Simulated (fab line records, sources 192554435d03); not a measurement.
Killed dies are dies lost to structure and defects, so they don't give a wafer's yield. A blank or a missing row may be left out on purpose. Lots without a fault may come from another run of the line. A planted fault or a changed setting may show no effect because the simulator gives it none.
fab line records | flow n5_finfet
record lots=7 wafers=21
route steps=1938 shown GATE_CUT@490 MOL_CONTACT_COAG@599 BEOL_M0_SAQP@663 BEOL_M2@867
start_h: hours from the record's first day to the start of the lot's first wafer shown | wait_h: hours since the lot's step before | " the same as in the row above | L1.1+2: a row that stands for several wafers | - no value, or no start given | * or withheld: withheld | < > ~ a bound
route shown NAME@n: a module of which the file shows steps, and the number in the route of the first | usual: mean/standard deviation of fault-free wafers | same: alike in all rows | chamber/n: place in a boat | sites: the reading at each site | _std_site: their standard deviation | _edge_site: outer sites' mean less inner sites' | radius_mm: how far each site lies from the wafer's centre | mask NAME#n: copy n | behind: the tool/chamber that last shaped the wafer | hold: why the lot was held/for how many hours/how that ended | device: the transistor (n, p or np) that didn't switch | end of line: the same wafers' tests at the end of the route | a step without rows: its recipe alone | killed: dies lost to structure and defects at the first sort, not the wafer's yield | map: a wafer's dies, x killed, . not, _ none there
set.NAME: the setting as run; set.NAME@STEP: as run at that earlier step | model.NAME: the simulator's own value behind a step, which no gauge read
lots whose settings were changed on purpose; a table a step, a row a wafer
## steps
# step N5_GATE_CUT_DESCUM_18
# recipe chemistry=O2 time_s=7 source_power_w=50 bias_power_w=20 pressure_mtorr=20 rf_frequency_hz=2.712e+07 temp_c=40 resist=CAR-EUV o2_flow_sccm=225
# columns lot.wafer tool chamber start_h wait_h set.time_s
L075.2+3 rie_diel-02 0,1 91.28 0.0 7.671
L075.5 " 2 " " 7
L077.1+2+3 rie_diel-02 1,3,2 101.10 0.0 7
L081.3+6 rie_diel-02 1,0 127.86 0.2 7
L081.5 " 1 " " 7.512
L085.1+3+4 rie_diel-03 2,3,0 149.36 0.0 7
L090.2+4+6 rie_diel-01 2,0,1 178.40 0.0 7
L092.1 rie_diel-02 1 195.48 0.0 7
L092.4+6 " 2 " " 8.347
L097.1+3 rie_diel-03 1,3 221.22 0.2 7
L097.2 " 0 " " 7.677
# step N5_GATE_CUT_ETCH_28
# recipe chemistry=N2/H2 target=underlayer target_depth_a=130 mask_material=CAR-EUV time_s=10.4 ion_energy_ev=200 pressure_mtorr=30 source_w=840 bias_w=150 n2_flow_sccm=200 h2_flow_sccm=200 ends=cleared
# columns lot.wafer tool chamber start_h wait_h set.time_s@GATE_CUT_DESCUM_18 model.CAR-EUV_of_GATE_CUT_COAT_07.thk_nm
L075.2 rie_diel-02 0 91.32 0.0 7.671 14.2
L075.3 " 1 " " 7.671 14.4
L075.5 " 2 " " 7 14.6
L077.1+2 rie_diel-02 1,3 101.14 0.0 7 14.6
L077.3 " 2 " " 7 14.4
L081.3+6 rie_diel-02 1,0 127.89 0.0 7 14.6
L081.5 " 1 " " 7.512 14.2
L085.1+3+4 rie_diel-03 2,3,0 149.40 0.0 7 14.6
L090.2+4+6 rie_diel-01 2,0,1 178.44 0.0 7 14.6
L092.1 rie_diel-02 1 195.52 0.0 7 14.6
L092.4+6 " 2 " " 8.347 13.8
L097.1 rie_diel-03 1 221.25 0.0 7 14.4
L097.2 " 0 " " 7.677 14.4
L097.3 " 3 " " 7 14.6
# step N5_GATE_CUT_ETCH_36
# recipe chemistry=CF4 target=SiARC target_depth_a=130 mask_material=CAR-EUV time_s=21.7 ion_energy_ev=80 pressure_mtorr=40 source_w=545 bias_w=36 Ar_flow_sccm=100 cf4_flow_sccm=100 ends=cleared
# columns lot.wafer tool chamber start_h wait_h set.time_s@GATE_CUT_DESCUM_18 model.CAR-EUV_of_GATE_CUT_COAT_07.thk_nm
L075.2+3 rie_diel-02 0,1 91.34 0.0 7.671 6.6
L075.5 " 2 " " 7 7
L077.1+2 rie_diel-02 1,3 101.16 0.0 7 6.8
L077.3 " 2 " " 7 6.6
L081.3 rie_diel-02 1 127.91 0.0 7 7
L081.5 " 1 " " 7.512 6.6
L081.6 " 0 " " 7 6.8
L085.1+3+4 rie_diel-03 2,3,0 149.41 0.0 7 7
L090.2+6 rie_diel-01 2,1 178.46 0.0 7 7
L090.4 " 0 " " 7 6.8
L092.1 rie_diel-02 1 195.54 0.0 7 6.8
L092.4+6 " 2 " " 8.347 6.2
L097.1+3 rie_diel-03 1,3 221.27 0.0 7 6.8
L097.2 " 0 " " 7.677 6.6
# step N5_MOL_CONTACT_COAG_EXPOSE_37
# recipe mask_id=VD na=0.33 source_shape=annular sigma_inner=0.3 sigma_outer=0.7 polarization=unpolarized defocus_nm=0 dose_mj=62
# columns lot.wafer tool chamber start_h wait_h mask set.dose_mj
L075.2 euv_scanner-02 0 111.23 - VD#0 62
L075.3+5 " 0 " " VD#0 65.65
L077.1 euv_scanner-02 0 117.60 - VD#0 62
L077.2+3 " 0 " " VD#0 66.23
L081.3 euv_scanner-02 0 142.94 - VD#0 63.3
L081.5+6 " 0 " " VD#0 62
L085.1+3+4 euv_scanner-02 0 165.46 - VD#0 62
L090.2+4+6 euv_scanner-02 0 193.49 - VD#0 62
L092.1+4 euv_scanner-02 0 211.24 - VD#0 58.59
L092.6 " 0 " " VD#0 62
L097.1+2 euv_scanner-02 0 237.89 - VD#0 59.08
L097.3 " 0 " " VD#0 62
# step N5_MOL_CONTACT_COAG_PEB_38
# recipe peb_temp_c=100 peb_time_s=60 resist=CAR-EUV
# step N5_MOL_CONTACT_COAG_DEVELOP_39
# recipe develop_time_s=30 developer=TMAH resist=CAR-EUV rinse_liquid=surfactant_rinse dry=air_spin dev_temp_c=23
# step N5_MOL_CONTACT_COAG_CD_MEAS_40
# recipe target_cd_nm=25.1 landing_energy_ev=500 detector=se_inlens polarity=opening
# usual cd_nm=25.05/0.23
# columns lot.wafer tool chamber start_h wait_h set.dose_mj@MOL_CONTACT_COAG_EXPOSE_37 cd_nm
L075.2 cd_sem-01 0 111.36 - 62 25.12
L075.3 " 0 " " 65.65 25.90
L075.5 " 0 " " 65.65 26.14
L077.1 cd_sem-02 0 117.75 - 62 25.51
L077.2 " 0 " " 66.23 26.58
L077.3 " 0 " " 66.23 26.01
L081.3 cd_sem-02 0 143.07 - 63.3 25.79
L081.5 " 0 " " 62 25.10
L081.6 " 0 " " 62 25.06
L085.1 cd_sem-02 0 165.60 - 62 24.79
L085.3 " 0 " " 62 25.30
L085.4 " 0 " " 62 24.92
L090.2 cd_sem-01 0 193.63 - 62 24.95
L090.4 " 0 " " 62 24.78
L090.6 " 0 " " 62 24.83
L092.1 cd_sem-03 0 211.39 - 58.59 24.38
L092.4 " 0 " " 58.59 23.93
L092.6 " 0 " " 62 25.65
L097.1 cd_sem-01 0 238.03 - 59.08 24.22
L097.2 " 0 " " 59.08 23.81
L097.3 " 0 " " 62 24.76
# step N5_MOL_CONTACT_COAG_ALD_133
# recipe material=SiO2 target_thk_a=50 temp_c=100 ald_precursor_family=BDEAS ald_co_reactant=O2-plasma pulse_time_s=1 co_reactant_pulse_time_s=1 purge_time_s=2 co_reactant_purge_time_s=2 ald_cycles=35 pressure_torr=2
# columns lot.wafer tool chamber start_h wait_h set.ald_cycles model.SiO2_of_MOL_CONTACT_COAG_ALD_133.thk_nm
L075.2+5 ald_sin-03 2,1 111.62 0.1 35 5
L075.3 " 0 " " 39 5.6
L077.1+2 ald_sin-04 1,3 118.01 0.1 37 5.2
L077.3 " 0 " " 35 5
L081.3 ald_sin-03 1 143.32 0.1 40 5.6
L081.5 " 1 " " 35 5
L081.6 " 0 " " 40 5.8
L085.1+3 ald_sin-03 1,0 165.91 0.1 31 4.4
L085.4 " 2 " " 35 5
L090.2+4+6 ald_sin-04 0,3,0 193.88 0.1 35 5
L092.1 ald_sin-03 0 211.65 0.1 33 4.6
L092.4+6 " 3 " " 35 5
L097.1+3 ald_sin-04 2,1 238.31 0.1 35 5
L097.2 " 0 " " 37 5.2
# step N5_MOL_CONTACT_COAG_ETCHBACK_134
# recipe chemistry=CHF3 target=SiO2 target_depth_a=100 time_s=6.7 ion_energy_ev=200 pressure_mtorr=30 source_w=610 bias_w=170 Ar_flow_sccm=200 CHF3_flow_sccm=50
# step N5_MOL_CONTACT_COAG_ETCH_67
# recipe chemistry=N2/H2 target=SOC target_depth_a=600 overetch_a=210 mask_material=SiARC temp_c=40 time_s=101.2 ion_energy_ev=200 pressure_mtorr=30 source_w=840 bias_w=150 n2_flow_sccm=200 h2_flow_sccm=200
# step N5_MOL_CONTACT_COAG_PRECLEAN_138
# recipe chemistry=alkaline_clean temp_c=60 time_s=60 do_ppb=50
# step N5_MOL_CONTACT_COAG_SRD_139
# recipe dry=ipa_marangoni time_s=30 temp_c=23 rinse_liquid=diw
# step N5_MOL_CONTACT_COAG_CD_MEAS_101
# recipe target_cd_nm=16
# usual cd_nm=15.91/0.29
# columns lot.wafer tool chamber start_h wait_h set.dose_mj@MOL_CONTACT_COAG_EXPOSE_37 cd_nm
L075.2 cd_sem-03 - 112.41 0.0 62 15.81
L075.3 " - " " 65.65 16.82
L075.5 " - " " 65.65 16.88
L077.1 cd_sem-02 - 118.69 0.0 62 16.19
L077.2 " - " " 66.23 17.21
L077.3 " - " " 66.23 17.18
L081.3 cd_sem-02 - 144.02 0.0 63.3 16.41
L081.5 " - " " 62 15.75
L081.6 " - " " 62 15.41
L085.1 cd_sem-01 - 166.60 0.0 62 16.32
L085.3 " - " " 62 16.41
L085.4 " - " " 62 16.34
L090.2 cd_sem-03 - 194.57 0.0 62 15.98
L090.4 " - " " 62 15.90
L090.6 " - " " 62 15.73
L092.1 cd_sem-01 - 212.34 0.0 58.59 15.06
L092.4 " - " " 58.59 14.84
L092.6 " - " " 62 15.92
L097.1 cd_sem-02 - 239.21 0.0 59.08 14.60
L097.2 " - " " 59.08 14.75
L097.3 " - " " 62 15.84
# step N5_BEOL_M0_SAQP_SPACER1_ALD_98
# recipe material=SiO2 target_thk_a=128 temp_c=300 ald_precursor_family=BDEAS ald_co_reactant=O2-plasma pulse_time_s=1 purge_time_s=2 co_reactant_purge_time_s=2 ald_cycles=138 pressure_torr=2
# columns lot.wafer tool chamber start_h wait_h set.ald_cycles model.SiO2_of_BEOL_M0_SAQP_SPACER1_ALD_98.thk_nm
L075.2 ald_sin-01 1 119.50 0.3 124 11.4
L075.3+5 " 2,0 " " 138 12.8
L077.1+2 ald_sin-01 2,0 125.52 0.3 138 12.8
L077.3 " 1 " " 145 13.4
L081.3+5+6 ald_sin-04 1,0,3 151.56 0.7 138 12.8
L085.1 ald_sin-01 1 177.52 0.3 138 12.8
L085.3+4 " 3,0 " " 121 11.2
L090.2+4+6 ald_sin-03 3,0,2 202.72 0.3 138 12.8
L092.1+6 ald_sin-01 2,1 220.00 0.8 138 12.8
L092.4 " 3 " " 138 13
L097.1+3 ald_sin-03 3,1 247.51 0.3 154 14.2
L097.2 " 0 " " 138 12.8
# step N5_BEOL_M0_SAQP_SPACER1_ETCHBACK_99
# recipe chemistry=CHF3/O2 mode=anisotropic_etchback target=SiO2 target_depth_a=154 time_s=7.7 pressure_mtorr=30 source_w=650 bias_w=170 Ar_flow_sccm=200 CHF3_flow_sccm=50 O2_flow_sccm=5 ion_energy_ev=200
# step N5_BEOL_M0_SAQP_MANDREL1_REMOVE_100
# recipe chemistry=HBr/Cl2/O2 bt_time_s=10 target=a-Si stop_on=SiNx endpoint=OES-SiCl over_etch_frac=0.85 icp_w=600 bias_w=30 HBr_flow_sccm=150 Cl2_flow_sccm=80 O2_flow_sccm=5 pressure_mtorr=10
# columns lot.wafer tool chamber start_h wait_h set.ald_cycles@BEOL_M0_SAQP_SPACER1_ALD_98 model.BEOL_M0_SAQP.cd_nm
L075.2 rie_si-01 0 120.06 0.1 124 11.6
L075.3 " 3 " " 138 12.8
L075.5 " 1 " " 138 13
L077.1 rie_si-01 0 126.08 0.1 138 13
L077.2 " 2 " " 138 12.8
L077.3 " 1 " " 145 13.4
L081.3+5+6 rie_si-04 2,1,2 152.13 0.1 138 12.8
L085.1 rie_si-01 0 178.08 0.1 138 12.8
L085.3+4 " 1,3 " " 121 11.2
L090.2+4+6 rie_si-01 0,3,1 203.29 0.1 138 12.8
L092.1 rie_si-04 1 220.57 0.1 138 13
L092.4+6 " 0,2 " " 138 12.8
L097.1 rie_si-01 2 248.07 0.1 154 14.2
L097.2 " 1 " " 138 12.8
L097.3 " 0 " " 154 14.4
# step N5_BEOL_M0_SAQP_CD_MEAS_25
# recipe target_cd_nm=13.1 landing_energy_ev=1000 detector=se_inlens
# usual cd_nm=12.85/0.21
# columns lot.wafer tool chamber start_h wait_h set.ald_cycles@BEOL_M0_SAQP_SPACER1_ALD_98 cd_nm
L075.2 cd_sem-01 0 120.17 0.1 124 11.96
L075.3 " 0 " " 138 12.80
L075.5 " 0 " " 138 13.01
L077.1 cd_sem-01 0 126.19 0.1 138 12.88
L077.2 " 0 " " 138 12.70
L077.3 " 0 " " 145 13.16
L081.3 cd_sem-03 0 152.24 0.1 138 13.02
L081.5 " 0 " " 138 12.62
L081.6 " 0 " " 138 12.96
L085.1 cd_sem-01 0 178.19 0.1 138 12.80
L085.3 " 0 " " 121 10.66
L085.4 " 0 " " 121 11.09
L090.2 cd_sem-02 0 203.40 0.1 138 12.68
L090.4 " 0 " " 138 12.75
L090.6 " 0 " " 138 12.44
L092.1 cd_sem-03 0 220.68 0.1 138 12.96
L092.4 " 0 " " 138 12.53
L092.6 " 0 " " 138 12.73
L097.1 cd_sem-03 0 248.18 0.1 154 14.37
L097.2 " 0 " " 138 12.51
L097.3 " 0 " " 154 14.52
# step N5_BEOL_M0_SAQP_EXPOSE_37
# recipe mask_id=M0_CUT1 na=0.33 source_shape=annular sigma_inner=0.35 sigma_outer=0.8 polarization=unpolarized target_cd_nm=30 dose_mj=44.75
# columns lot.wafer tool chamber start_h wait_h mask set.dose_mj
L075.2+3 euv_scanner-01 0 122.40 - M0_CUT1#0 45.6
L075.5 " 0 " " M0_CUT1#0 44.75
L077.1+2+3 euv_scanner-01 0 128.16 - M0_CUT1#0 44.75
L081.3+5+6 euv_scanner-02 0 154.37 - M0_CUT1#0 44.75
L085.1+3 euv_scanner-01 0 182.12 - M0_CUT1#0 44.75
L085.4 " 0 " " M0_CUT1#0 46.06
L090.2+4+6 euv_scanner-02 0 205.84 - M0_CUT1#0 44.75
L092.1+6 euv_scanner-02 0 222.81 - M0_CUT1#0 42.03
L092.4 " 0 " " M0_CUT1#0 44.75
L097.1+3 euv_scanner-01 0 250.56 - M0_CUT1#0 44.75
L097.2 " 0 " " M0_CUT1#0 42.2
# step N5_BEOL_M0_SAQP_PEB_38
# recipe peb_temp_c=100 peb_time_s=60 resist=CAR-EUV
# step N5_BEOL_M0_SAQP_DEVELOP_39
# recipe develop_time_s=30 developer=TMAH resist=CAR-EUV rinse_liquid=surfactant_rinse dry=air_spin dev_temp_c=23
# step N5_BEOL_M0_SAQP_CD_MEAS_40
# recipe target_cd_nm=30 landing_energy_ev=500 detector=se_inlens
# usual cd_nm=29.94/0.23
# columns lot.wafer tool chamber start_h wait_h set.dose_mj@BEOL_M0_SAQP_EXPOSE_37 cd_nm
L075.2 cd_sem-01 0 122.53 - 45.6 30.42
L075.3 " 0 " " 45.6 30.32
L075.5 " 0 " " 44.75 30.04
L077.1 cd_sem-02 0 128.30 - 44.75 29.71
L077.2 " 0 " " 44.75 29.72
L077.3 " 0 " " 44.75 29.87
L081.3 cd_sem-03 0 154.49 - 44.75 29.88
L081.5 " 0 " " 44.75 29.96
L081.6 " 0 " " 44.75 29.88
L085.1 cd_sem-03 0 182.26 - 44.75 29.89
L085.3 " 0 " " 44.75 30.12
L085.4 " 0 " " 46.06 30.66
L090.2 cd_sem-01 0 205.96 - 44.75 29.52
L090.4 " 0 " " 44.75 29.53
L090.6 " 0 " " 44.75 29.84
L092.1 cd_sem-02 0 222.95 - 42.03 28.26
L092.4 " 0 " " 44.75 29.98
L092.6 " 0 " " 42.03 28.42
L097.1 cd_sem-02 0 250.70 - 44.75 30.22
L097.2 " 0 " " 42.2 28.81
L097.3 " 0 " " 44.75 29.91
# step N5_BEOL_M0_SAQP_DESCUM_45
# recipe chemistry=O2 time_s=7 source_power_w=50 bias_power_w=20 pressure_mtorr=20 rf_frequency_hz=2.712e+07 temp_c=40 resist=CAR-EUV o2_flow_sccm=225
# columns lot.wafer tool chamber start_h wait_h set.time_s set.dose_mj@BEOL_M0_SAQP_EXPOSE_37 model.BEOL_M0_SAQP.cd_nm model.CAR-EUV_of_BEOL_M0_SAQP_COAT_34.thk_nm
L075.2+3 rie_diel-02 1,2 122.65 0.0 7 45.6 30.4 26.2
L075.5 " 3 " " 7 44.75 30 26
L077.1+3 rie_diel-03 2,3 128.58 0.2 8.492 44.75 30 25.2
L077.2 " 0 " " 7 44.75 29.8 26.2
L081.3 rie_diel-03 1 154.61 0.0 5.654 44.75 30 26.8
L081.5 " 0 " " 7 44.75 30.2 26
L081.6 " 2 " " 5.654 44.75 30 26.6
L085.1 rie_diel-02 1 182.38 0.0 7 44.75 30 26.2
L085.3 " 0 " " 5.604 44.75 29.8 26.8
L085.4 " 1 " " 7 46.06 30.6 26.2
L090.2+6 rie_diel-01 2 206.09 0.0 7 44.75 30 26
L090.4 " 1 " " 7 44.75 29.8 26
L092.1 rie_diel-01 3 223.11 0.1 7 42.03 28.8 26
L092.4 " 2 " " 7 44.75 30.2 26.2
L092.6 " 2 " " 7 42.03 28.6 26
L097.1 rie_diel-02 2 250.85 0.1 6.469 44.75 30 26.4
L097.2 " 0 " " 7 42.2 28.8 26
L097.3 " 3 " " 7 44.75 30 26
# step N5_BEOL_M0_SAQP_ETCH_88
# recipe chemistry=N2/H2 target=underlayer target_depth_a=65 time_s=5.2 ion_energy_ev=200 mask_material=CAR-EUV pressure_mtorr=30 source_w=840 bias_w=150 n2_flow_sccm=200 h2_flow_sccm=200 ends=cleared
# columns lot.wafer tool chamber start_h wait_h set.dose_mj@BEOL_M0_SAQP_EXPOSE_37 model.BEOL_M0_SAQP.cd_nm
L075.2+3 rie_diel-02 1,2 122.69 0.0 45.6 30.4
L075.5 " 3 " " 44.75 30
L077.1+3 rie_diel-03 2,3 128.62 0.0 44.75 30
L077.2 " 0 " " 44.75 29.8
L081.3 rie_diel-03 1 154.65 0.0 44.75 29.8
L081.5 " 0 " " 44.75 30.2
L081.6 " 2 " " 44.75 30
L085.1 rie_diel-02 1 182.42 0.0 44.75 30
L085.3 " 0 " " 44.75 29.8
L085.4 " 1 " " 46.06 30.6
L090.2+4 rie_diel-01 2,1 206.12 0.0 44.75 29.8
L090.6 " 2 " " 44.75 30
L092.1+6 rie_diel-01 3,2 223.15 0.0 42.03 28.6
L092.4 " 2 " " 44.75 30
L097.1+3 rie_diel-02 2,3 250.88 0.0 44.75 30
L097.2 " 0 " " 42.2 28.8
# step N5_BEOL_M0_SAQP_ETCH_73
# recipe chemistry=CF4 target=SiARC target_depth_a=195 mask_material=CAR-EUV time_s=32.5 ion_energy_ev=80 pressure_mtorr=40 source_w=545 bias_w=36 Ar_flow_sccm=100 cf4_flow_sccm=100 ends=cleared
# step N5_BEOL_M0_SAQP_CUT_ETCH_46
# recipe chemistry=N2/H2 target=SOC target_depth_a=1350 overetch_a=270 temp_c=40 time_s=202.5 ion_energy_ev=200 mask_material=SiARC pressure_mtorr=30 source_w=840 bias_w=150 n2_flow_sccm=200 h2_flow_sccm=200
# step N5_BEOL_M0_SAQP_STRIP_89
# recipe chemistry=N2/H2 temp_c=40 n2_flow_sccm=200 h2_flow_sccm=200 rf_frequency_hz=6e+07
# step N5_BEOL_M0_SAQP_ALD_48
# recipe material=SiO2 target_thk_a=200 temp_c=100 ald_precursor_family=BDEAS ald_co_reactant=O2-plasma pulse_time_s=1 co_reactant_pulse_time_s=1 purge_time_s=2 co_reactant_purge_time_s=2 ald_cycles=139 pressure_torr=2
# step N5_BEOL_M0_SAQP_ETCH_49
# recipe chemistry=CF4/O2 target_depth_a=370 target=SiO2 pressure_mtorr=40 source_w=535 bias_w=49 Ar_flow_sccm=100 cf4_flow_sccm=100 O2_flow_sccm=10 ion_energy_ev=100
# columns lot.wafer tool chamber start_h wait_h set.dose_mj@BEOL_M0_SAQP_EXPOSE_37 model.BEOL_M0_SAQP.cd_nm
L075.2 rie_diel-01 2 123.51 0.3 45.6 30.4
L075.3 " 0 " " 45.6 30.8
L075.5 " 0 " " 44.75 30.4
L077.1 rie_diel-02 2 130.65 0.3 44.75 29.8
L077.2 " 1 " " 44.75 29.6
L077.3 " 0 " " 44.75 30.2
L081.3 rie_diel-01 3 155.42 0.3 44.75 29.8
L081.5+6 " 0,1 " " 44.75 30.2
L085.1 rie_diel-02 3 183.22 0.3 44.75 29.6
L085.3 " 0 " " 44.75 29.4
L085.4 " 1 " " 46.06 30.4
L090.2+4 rie_diel-02 2,1 206.89 0.3 44.75 30
L090.6 " 2 " " 44.75 29.8
L092.1 rie_diel-01 2 223.94 0.3 42.03 28.6
L092.4 " 0 " " 44.75 29.8
L092.6 " 1 " " 42.03 28.4
L097.1 rie_diel-02 2 251.72 0.3 44.75 29.8
L097.2 " 0 " " 42.2 28.6
L097.3 " 3 " " 44.75 29.6
# step N5_BEOL_M2_COAT_67
# recipe resist=SOC temp_c=250 time_s=60 spin_rpm=1500 resist_thk_nm=60
# columns lot.wafer tool chamber start_h wait_h set.spin_rpm model.SOC_of_BEOL_M2_COAT_67.thk_nm
L075.2 litho_track-01 0 139.97 0.0 1633 57.4
L075.3 " 0 " " 1500 60.2
L075.5 " 0 " " 1633 57.6
L077.1 litho_track-01 0 148.02 0.0 1500 59.8
L077.2 " 0 " " 1500 59.6
L077.3 " 0 " " 1500 60
L081.3 litho_track-04 0 181.24 0.0 1500 59.8
L081.5 " 0 " " 1370 62.8
L081.6 " 0 " " 1370 62.6
L085.1+4 litho_track-01 0 210.29 0.0 1500 60
L085.3 " 0 " " 1500 60.2
L090.2+4+6 litho_track-04 0 224.51 0.0 1500 60
L092.1+4+6 litho_track-04 0 243.16 0.0 1500 60
L097.1+3 litho_track-01 0 277.68 0.0 1500 60
L097.2 " 0 " " 1405 62.2
## key
split step=N5_GATE_CUT_DESCUM_18 setting=time_s stated=7 by=wafer
response step=N5_GATE_CUT_ETCH_28 reading=model.CAR-EUV_of_GATE_CUT_COAT_07.thk_nm change=-0.0364 per=1% r=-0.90
response step=N5_GATE_CUT_ETCH_36 reading=model.CAR-EUV_of_GATE_CUT_COAT_07.thk_nm change=-0.032 per=1% r=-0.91
split step=N5_MOL_CONTACT_COAG_EXPOSE_37 setting=dose_mj stated=62 by=wafer
response step=N5_MOL_CONTACT_COAG_CD_MEAS_40 reading=cd_nm change=+0.173 per=1% r=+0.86
response step=N5_MOL_CONTACT_COAG_CD_MEAS_101 reading=cd_nm change=+0.185 per=1% r=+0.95
split step=N5_MOL_CONTACT_COAG_ALD_133 setting=ald_cycles stated=35 by=wafer
response step=N5_MOL_CONTACT_COAG_ALD_133 reading=model.SiO2_of_MOL_CONTACT_COAG_ALD_133.thk_nm change=+0.0502 per=1% r=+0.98
split step=N5_BEOL_M0_SAQP_SPACER1_ALD_98 setting=ald_cycles stated=138 by=wafer
response step=N5_BEOL_M0_SAQP_SPACER1_ALD_98 reading=model.SiO2_of_BEOL_M0_SAQP_SPACER1_ALD_98.thk_nm change=+0.128 per=1% r=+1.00
response step=N5_BEOL_M0_SAQP_MANDREL1_REMOVE_100 reading=model.BEOL_M0_SAQP.cd_nm change=+0.127 per=1% r=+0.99
response step=N5_BEOL_M0_SAQP_CD_MEAS_25 reading=cd_nm change=+0.139 per=1% r=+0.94
split step=N5_BEOL_M0_SAQP_EXPOSE_37 setting=dose_mj stated=44.75 by=wafer
response step=N5_BEOL_M0_SAQP_CD_MEAS_40 reading=cd_nm change=+0.241 per=1% r=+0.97
response step=N5_BEOL_M0_SAQP_DESCUM_45 reading=model.BEOL_M0_SAQP.cd_nm change=+0.23 per=1% r=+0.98
response step=N5_BEOL_M0_SAQP_ETCH_88 reading=model.BEOL_M0_SAQP.cd_nm change=+0.223 per=1% r=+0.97
response step=N5_BEOL_M0_SAQP_ETCH_49 reading=model.BEOL_M0_SAQP.cd_nm change=+0.211 per=1% r=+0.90
split step=N5_BEOL_M0_SAQP_DESCUM_45 setting=time_s stated=7 by=wafer
response step=N5_BEOL_M0_SAQP_DESCUM_45 reading=model.CAR-EUV_of_BEOL_M0_SAQP_COAT_34.thk_nm change=-0.0389 per=1% r=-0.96
split step=N5_BEOL_M2_COAT_67 setting=spin_rpm stated=1500 by=wafer
response step=N5_BEOL_M2_COAT_67 reading=model.SOC_of_BEOL_M2_COAT_67.thk_nm change=-0.325 per=1% r=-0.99
